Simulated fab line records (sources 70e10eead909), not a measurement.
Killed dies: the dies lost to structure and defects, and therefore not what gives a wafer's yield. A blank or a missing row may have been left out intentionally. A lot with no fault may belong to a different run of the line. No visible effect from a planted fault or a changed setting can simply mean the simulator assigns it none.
fab line records | flow nand-harc
record: lots: 11 wafers: 33 last-day: 26
route steps=1159 shown A_CHANNEL_FILL_D1@492 A_SGD_CUT@761 END@1159
lots that met no fault: taken from a fault-free run of the same line
start-h: hours from the record's opening day to when the first of the lot's shown wafers began | wait-h: time in hours since the lot's previous step | " identical to the entry in the row above | L1.1+2: a single row standing in for several wafers | - either no value or no given start | * or withheld: withheld | < > ~ a bound
route shown NAME@n: NAME is a module with steps in the file, n the number in the route of the first one | usual: mean/standard deviation of fault-free wafers | same: alike in all rows | chamber/n: place in a boat | sites: per-site readings | _std_site: the standard deviation of these | _edge_site: inner sites' mean taken away from outer sites' mean | radius-mm: for every site, how far away it sits from the centre of the wafer | mask NAME#n: copy n | behind: the tool/chamber that last shaped the wafer | hold: cause of the lot's hold/its duration in hours/its outcome | device: which transistor (n, p or np) failed to switch | end of line: tests of these same wafers at the route's end | where a step has no rows: the recipe by itself | killed: the dies lost at the first sort to structure and to defects; this is not the yield of the wafer | map: the dies of a wafer, with x for killed, . for not killed, _ for no die there
set.NAME: the run value of the setting; set.NAME@STEP: its run value at that earlier step | model.NAME: the simulator's own value behind a step, which no gauge read
the route's steps for a sample of lots (tables are steps, rows are wafers)
services: the hour from which a tool's chamber was out of use, counted from the record's first day as start-h (under 0 if before that day), plus the number of hours and why
== steps ==
step: NHARC_A_CHANNEL_FILL_D1_ALD_02
recipe: target-thk-a: 60 pulse-time-s: 10 ald-cycles: 60 temp-c: 300 material: SiO2
usual: heater-power-w: 490/72 precursor-pulse-height-rel: 1.001/0.02
same: pulse-time-s: 10
columns lot.wafer tool chamber start-h wait-h heater-power-w precursor-pulse-height-rel since-wet-clean-h
L515.3 ald-hk-01 2 190.36 - 402 0.983 128
L515.4 " 3 " " 537 1.011 128
L515.6 " 2 " " 419 0.997 -
L517.3 ald-hk-04 3 198.76 - 524 1.011 0
L517.2 " 0 " " 480 0.993 0
L517.1 " 1 " " 497 1.011 0
L514.2 ald-hk-04 3 199.26 - 519 0.994 1
L514.6 " 2 " " 546 0.997 -
L514.5 " 3 " " 514 0.972 -
L518.2 ald-hk-03 3 205.37 - 489 1.046 50
L518.4 " 1 " " 422 0.994 50
L518.6 " 3 " " 496 1.004 -
L519.2 ald-hk-04 0 206.44 - 475 1.044 8
L519.1 " 1 " " 507 1.036 8
L519.4 " 3 " " 516 1.016 8
L520.2 ald-hk-04 1 223.94 - 503 0.999 25
L520.1 " 2 " " 555 1.000 25
L520.4 " 0 " " 471 1.002 26
L524.2 ald-hk-04 1 233.13 - 484 1.000 34
L524.3 " 0 " " 485 1.000 35
L524.5 " 1 " " 504 1.021 -
L533.3 ald-hk-03 1 289.03 - 431 0.995 134
L533.1 " 2 " " 613 1.009 134
L533.5 " 1 " " 431 1.003 -
L534.4 ald-hk-01 0 299.82 - 464 0.964 58
L534.3 " 1 " " 449 0.983 58
L534.5 " 0 " " 460 1.016 -
L536.1 ald-hk-04 3 308.29 - 527 0.965 110
L536.3 " 0 " " 490 0.983 110
L536.2 " 1 " " 495 0.987 110
L537.3 ald-hk-01 2 320.20 - 422 1.017 78
L537.2 " 3 " " 536 1.018 79
L537.6 " 3 " " 536 0.990 -
step: NHARC_A_SGD_CUT_DESCUM_14
recipe: time-s: 3 o2-flow-sccm: 200 ar-flow-sccm: 0 bias-power-w: 0 chemistry: O2
usual: drypump-motor-current-A: 5.8/0.41 oes-product-au: 0.999/0.012 rf-vpp-V: 57.7/0.98 showerhead-plenum-p-Torr: 1.90/0.068 throttle-valve-pct: 11.312/0.0091
same: bias-power-w: 0
columns lot.wafer tool chamber start-h wait-h hold drypump-motor-current-A oes-product-au rf-hours-counter-h rf-vpp-V showerhead-plenum-p-Torr throttle-valve-pct
L515.3 rie-diel-07 0 314.02 0.1 - 5.8 1.013 6 56.8 1.87 11.311
L515.4 " 1 " " - 5.8 1.014 6 57.5 1.78 11.315
L515.6 " 1 " " - 5.8 1.011 - 56.9 1.78 11.309
L517.2 rie-diel-10 1 314.51 0.1 - 5.2 0.992 12 57.3 1.84 11.317
L517.1 " 2 " " - 6.5 1.005 14 59.7 1.95 11.311
L517.3 " 3 " " - 5.6 0.986 13 57.6 1.89 11.329
L514.2 rie-diel-10 2 325.41 0.1 - 6.6 1.008 16 59.3 1.95 11.305
L514.5 " 1 " " - 5.2 0.987 - 58.1 1.84 11.300
L514.6 " 3 " " - 5.6 0.992 - 56.2 1.89 11.331
L519.1 rie-diel-07 0 325.69 0.1 - 5.8 1.023 7 57.3 1.87 11.321
L519.2 " 1 " " - 5.8 1.024 7 56.5 1.78 11.315
L519.4 " 2 " " - 6.2 1.001 7 57.9 1.85 11.332
L518.4 rie-diel-02 3 326.26 0.1 - 5.5 1.001 12 56.5 1.97 11.324
L518.2 " 0 " " - 6.0 0.998 12 57.7 2.03 11.321
L518.6 " 3 " " - 5.5 1.000 - 58.6 1.97 11.314
L520.1 rie-diel-07 1 371.74 2.3 await-dispo/2.1h/release 5.8 1.026 12 57.9 1.78 11.297
L520.4 " 2 " " await-dispo/2.1h/release 6.1 1.010 12 58.5 1.85 11.291
L520.2 " 3 " " await-dispo/2.1h/release 6.3 0.984 12 56.8 1.86 11.309
L524.2 rie-diel-02 2 374.94 8.4 await-dispo/8.4h/release 5.1 0.991 2 57.9 1.94 11.318
L524.3 " 3 " " await-dispo/8.4h/release 5.5 0.984 2 58.6 1.97 11.315
L524.5 " 3 " " await-dispo/8.4h/release 5.5 0.992 - 58.9 1.97 11.324
L533.1 rie-diel-02 3 407.22 0.1 - 5.5 1.005 6 57.8 1.97 11.300
L533.3 " 1 " " - 6.3 0.987 2 57.5 1.95 11.314
L533.5 " 3 " " - 5.5 1.000 - 57.6 1.97 11.304
L534.3 rie-diel-02 1 430.31 0.1 - 6.3 1.005 4 56.8 1.95 11.306
L534.4 " 2 " " - 5.2 0.991 8 57.9 1.94 11.321
L534.5 " 3 " " - 5.5 1.001 - 57.4 1.97 11.317
L536.3 rie-diel-10 0 442.33 0.1 - 5.7 1.008 8 57.0 1.89 11.303
L536.1 " 1 " " - 5.2 0.994 8 59.6 1.83 11.314
L536.2 " 2 " " - 6.5 0.998 9 58.0 1.94 11.333
L537.2 rie-diel-10 0 449.32 0.1 - 5.7 0.999 9 58.8 1.89 11.302
L537.3 " 2 " " - 6.6 0.994 9 57.0 1.94 11.304
L537.6 " 3 " " - 5.6 0.973 - 55.5 1.89 11.294
step: NHARC_A_SGD_CUT_ETCH_15
recipe: target-depth-a: 750 time-s: 64.3 ch3f-flow-sccm: 50 o2-flow-sccm: 30 ar-flow-sccm: 200 rf-w: 500 bias-w: 100 chemistry: CH3F/O2
usual: drypump-motor-current-A: 5.8/0.42 oes-product-au: 0.957/0.02 rf-fwd-power-W: 495.3/2 rf-vpp-V: 263.6/1.5 showerhead-plenum-p-Torr: 2.45/0.083 throttle-valve-pct: 20.663/0.0089
columns lot.wafer tool chamber start-h wait-h drypump-motor-current-A oes-product-au rf-fwd-power-W rf-hours-counter-h rf-vpp-V showerhead-plenum-p-Torr throttle-valve-pct
L515.4 rie-diel-07 0 - - 5.8 0.940 496.3 6 264.2 2.41 20.677
L515.3 " 3 " " 6.3 0.917 496.3 6 263.6 2.40 20.664
L515.6 " 0 " " 5.8 0.937 496.1 - 262.0 2.41 20.659
L517.2 rie-diel-10 3 - - 5.6 0.965 498.3 13 262.1 2.43 20.681
L517.1 " 0 " " 5.7 0.965 495.2 13 263.3 2.43 20.674
L517.3 " 1 " " 5.2 0.948 500.1 13 262.1 2.36 20.659
L514.2 rie-diel-10 1 - - 5.2 0.951 496.2 14 262.5 2.36 20.669
L514.5 " 2 " " 6.5 0.957 495.3 - 262.9 2.50 20.672
L514.6 " 1 " " 5.2 0.952 495.5 - 262.5 2.36 20.661
L519.2 rie-diel-07 2 - - 6.1 0.986 496.1 7 263.2 2.38 20.661
L519.4 " 3 " " 6.3 0.971 497.0 7 263.9 2.40 20.662
L519.1 " 1 " " 5.8 0.981 497.2 7 261.0 2.29 20.664
L518.4 rie-diel-02 1 - - 6.4 0.961 497.0 11 264.2 2.50 20.647
L518.2 " 2 " " 5.2 0.965 494.3 11 264.5 2.49 20.657
L518.6 " 1 " " 6.3 0.974 494.7 - 264.9 2.50 20.650
L520.1 rie-diel-07 3 - - 6.2 0.966 494.7 12 262.9 2.39 20.666
L520.2 " 1 " " 5.8 0.972 497.0 12 260.2 2.29 20.652
L520.4 " 2 " " 6.1 0.976 496.6 12 260.9 2.38 20.658
L524.2 rie-diel-02 2 - - 5.1 0.930 499.1 2 264.0 2.49 20.656
L524.3 " 0 " " 6.0 0.938 497.2 2 265.8 2.60 20.676
L524.5 " 2 " " 5.2 0.928 496.1 - 264.0 2.49 20.666
L533.1 rie-diel-02 3 - - 5.5 0.938 490.1 6 264.8 2.53 20.655
L533.3 " 2 " " 5.2 0.946 495.0 6 265.3 2.49 20.660
L533.5 " 3 " " 5.5 0.941 490.3 - 264.9 2.53 20.661
L534.3 rie-diel-02 1 - - 6.3 0.961 493.5 4 263.1 2.50 20.670
L534.4 " 0 " " 6.0 0.964 495.2 7 265.2 2.59 20.672
L534.5 " 1 " " 6.4 0.969 495.3 - 263.9 2.50 20.668
L536.3 rie-diel-10 1 - - 5.2 0.951 497.6 8 261.6 2.36 20.655
L536.1 " 2 " " 6.6 0.975 493.8 9 264.9 2.50 20.672
L536.2 " 3 " " 5.6 0.963 496.9 9 261.8 2.43 20.664
L537.3 rie-diel-10 0 - - 5.7 0.927 497.9 9 263.2 2.43 20.670
L537.2 " 2 " " 6.5 0.918 496.0 9 265.3 2.50 20.678
L537.6 " 2 " " 6.5 0.927 496.9 - 264.4 2.50 20.664
step: NHARC_A_SGD_CUT_STRIP_17
recipe: o2-flow-sccm: 500 ar-flow-sccm: 0 bias-w: 0 chemistry: O2
usual: drypump-motor-current-A: 5.8/0.4 oes-product-au: 1.001/0.012 rf-vpp-V: 57.7/0.85 showerhead-plenum-p-Torr: 3.50/0.12 throttle-valve-pct: 17.037/0.0085
columns lot.wafer tool chamber start-h wait-h drypump-motor-current-A oes-product-au rf-hours-counter-h rf-vpp-V showerhead-plenum-p-Torr throttle-valve-pct
L515.3 rie-diel-07 3 - - 6.3 0.998 6 57.4 3.44 17.039
L515.4 " 2 " " 6.1 0.998 6 59.0 3.42 17.033
L515.6 " 0 " " 5.8 1.016 - 58.4 3.46 17.042
L517.2 rie-diel-10 2 - - 6.6 1.010 14 58.3 3.59 17.037
L517.1 " 3 " " 5.6 1.001 13 58.1 3.49 17.036
L517.3 " 1 " " 5.2 1.003 13 56.8 3.40 17.038
L514.2 rie-diel-10 2 - - 6.5 1.007 16 57.7 3.59 17.034
L514.5 " 1 " " 5.3 0.985 - 58.3 3.40 17.030
L514.6 " 2 " " 6.6 1.012 - 57.9 3.59 17.031
L519.2 rie-diel-07 3 - - 6.2 0.988 7 57.9 3.44 17.037
L519.1 " 0 " " 5.8 1.011 7 57.6 3.45 17.032
L519.4 " 2 " " 6.2 1.009 7 57.9 3.42 17.029
L518.2 rie-diel-02 3 - - 5.5 1.011 12 58.2 3.63 17.043
L518.4 " 0 " " 6.0 1.002 12 57.8 3.72 17.029
L518.6 " 2 " " 5.2 1.007 - 56.2 3.57 17.030
L520.1 rie-diel-07 0 - - 5.8 1.006 11 57.6 3.45 17.050
L520.4 " 1 " " 5.8 1.020 12 56.8 3.29 17.036
L520.2 " 3 " " 6.3 0.991 12 57.7 3.44 17.048
L524.2 rie-diel-02 2 - - 5.2 0.995 2 56.6 3.57 17.049
L524.3 " 3 " " 5.5 0.996 2 59.5 3.63 17.030
L524.5 " 0 " " 6.0 0.994 - 57.3 3.72 17.027
L533.3 rie-diel-02 1 - - 6.4 1.008 2 59.2 3.58 17.052
L533.1 " 3 " " 5.5 0.994 6 59.4 3.62 17.026
L533.5 " 1 " " 6.3 0.998 - 57.5 3.58 17.019
L534.4 rie-diel-02 1 - - 6.3 0.990 4 58.3 3.58 17.043
L534.3 " 0 " " 6.0 1.002 7 58.1 3.72 17.033
L534.5 " 1 " " 6.3 0.991 - 58.6 3.58 17.033
L536.2 rie-diel-10 3 - - 5.6 0.990 9 56.9 3.49 17.049
L536.3 " 1 " " 5.2 0.985 8 56.6 3.39 17.033
L536.1 " 2 " " 6.6 0.999 9 58.2 3.58 17.026
L537.3 rie-diel-10 2 - - 6.6 1.000 9 58.2 3.58 17.028
L537.2 " 3 " " 5.6 0.987 10 57.3 3.49 17.040
L537.6 " 2 " " 6.5 0.995 - 57.5 3.58 17.043
step: NHARC_END_SORT_01
recipe: temp-c: 25
usual: killed-at-array: 28/9.1 killed-at-other: 0.6/0.87 killed-at-periphery: 3.4/2.7 killed-dies: 32/9 killed-open: 3.2/1.9 killed-short: 2.0/1.3
same: gross-dies: 677
columns lot.wafer tool chamber start-h wait-h killed-at-array killed-at-other killed-at-periphery killed-dies killed-open killed-short
L520.1 prober-02 0 526.84 2.5 107 0 5 112 2 2
L520.2 prober-02 0 527.64 2.8 70 0 8 78 3 1
L520.4 prober-02 0 529.24 3.4 66 1 7 74 8 1
L524.2 prober-02 0 534.11 2.8 59 1 0 60 0 3
L524.3 prober-02 0 534.90 3.1 55 0 4 59 1 2
L524.5 prober-02 0 536.49 3.7 64 0 3 67 1 4
killed by level:class
L520.1 A_CHANNEL_FILL_D1:unspecified=74 A_SLIT:chamber-film-flake=13 A_CHANNEL_HOLE_D1:chamber-film-flake=8 A_CONTACT:chamber-film-flake=6 A_CONTACT:geometric-particle:open=2 P_ZERO_WELL:chamber-film-flake=2 P_BONDPAD:chamber-film-flake=2 A_STAIRCASE:chamber-film-flake=2
L520.2 A_CHANNEL_FILL_D1:unspecified=37 A_SLIT:chamber-film-flake=17 A_CONTACT:chamber-film-flake=7 A_CHANNEL_HOLE_D1:chamber-film-flake=6 P_GATE:chamber-film-flake=2 P_BONDPAD:chamber-film-flake=2 P_CONTACT:geometric-particle:open=1 A_ONON_D1:geometric-particle:open=1
L520.4 A_CHANNEL_FILL_D1:unspecified=29 A_SLIT:chamber-film-flake=16 A_CHANNEL_HOLE_D1:chamber-film-flake=9 P_ZERO_WELL:chamber-film-flake=5 A_CONTACT:geometric-particle:open=3 A_CONTACT:chamber-film-flake=3 A_STAIRCASE:chamber-film-flake=2 P_CONTACT:geometric-particle:open=1
L524.2 A_CHANNEL_FILL_D1:unspecified=39 A_SLIT:chamber-film-flake=11 A_CHANNEL_HOLE_D1:chamber-film-flake=4 A_STAIRCASE:chamber-film-flake=2 A_SOURCE_PLATE:geometric-particle:short=1 A_CONTACT:geometric-particle:short=1 STARTING-WAFER:geometric-particle:short=1 A_WL_FILL:chamber-film-flake=1
L524.3 A_CHANNEL_FILL_D1:unspecified=30 A_SLIT:chamber-film-flake=14 A_CHANNEL_HOLE_D1:chamber-film-flake=7 P_M0:chamber-film-flake=2 P_M0:geometric-particle:open=1 A_CHANNEL_FILL_D1:geometric-particle:short=1 A_BLC:geometric-particle:short=1 P_GATE:chamber-film-flake=1
L524.5 A_CHANNEL_FILL_D1:unspecified=38 A_CHANNEL_HOLE_D1:chamber-film-flake=12 A_SLIT:chamber-film-flake=8 A_CHANNEL_FILL_D1:geometric-particle:short=2 P_GATE:chamber-film-flake=2 A_SGD_CUT:geometric-particle:short=1 A_WL_FILL:geometric-particle:open=1 A_M0:geometric-particle:short=1
== services ==
columns tool chamber start-h hours kind
rie-diel-10 0 168.32 - clean
rie-diel-10 1 168.32 - clean
rie-diel-10 2 168.32 - clean
rie-diel-10 3 168.32 - clean
rie-diel-02 0 184.20 - clean
rie-diel-02 1 184.20 - clean
rie-diel-02 2 184.20 - clean
rie-diel-02 3 184.20 - clean
ald-hk-04 - 188.76 10.0 pm
rie-diel-10 - 189.32 9.0 pm
rie-diel-10 0 189.32 9.0 vent-cycle
rie-diel-10 1 205.37 6.8 repair
rie-diel-07 - 228.23 9.0 pm
rie-diel-07 2 247.84 8.5 repair
ald-hk-03 - 307.79 0.9 repair
rie-diel-10 0 319.42 20.1 repair
rie-diel-02 - 327.70 9.0 pm
rie-diel-07 0 359.57 5.1 repair
rie-diel-02 1 361.99 10.7 repair
rie-diel-10 - 366.32 9.0 pm
ald-hk-04 - 369.38 10.0 pm
rie-diel-07 - 405.23 9.0 pm
ald-hk-01 - 427.01 1.7 repair
rie-diel-10 1 447.99 3.9 repair
== key ==
first-sign: step: NHARC_END_SORT_01 reading: killed-dies direction: up sigmas: 4.8 usual: 32 struck: 75
effect: step: NHARC_END_SORT_01 reading: killed-at-array direction: up sigmas: 4.7 usual: 28 struck: 70
more-kills-born-at: NHARC_A_CHANNEL_FILL_D1_ALD_02@ald-hk-04: 247
met-at NHARC_A_CHANNEL_FILL_D1_ALD_02
struck-lots L520,L524
tester-left-out L520,L524
not-acting-at NHARC_A_SGD_CUT_ETCH_15,NHARC_A_SGD_CUT_STRIP_17
onset-between 206.44 223.94
fault: kind: chamber-particle-source tool: ald-hk-04 chamber: - onset-h: 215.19 steps: NHARC_A_CHANNEL_FILL_D1_ALD_02 rate-per-visit-cm2: 0.38239 end-h: 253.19
tester-left-out: of these lots the tester's yield and bins aren't shown, on N5 and GAA mostly nor the transistor test; their killed dies are dies lost to structure and defects alone, not to doping, threshold or leakage, so they don't give the yield
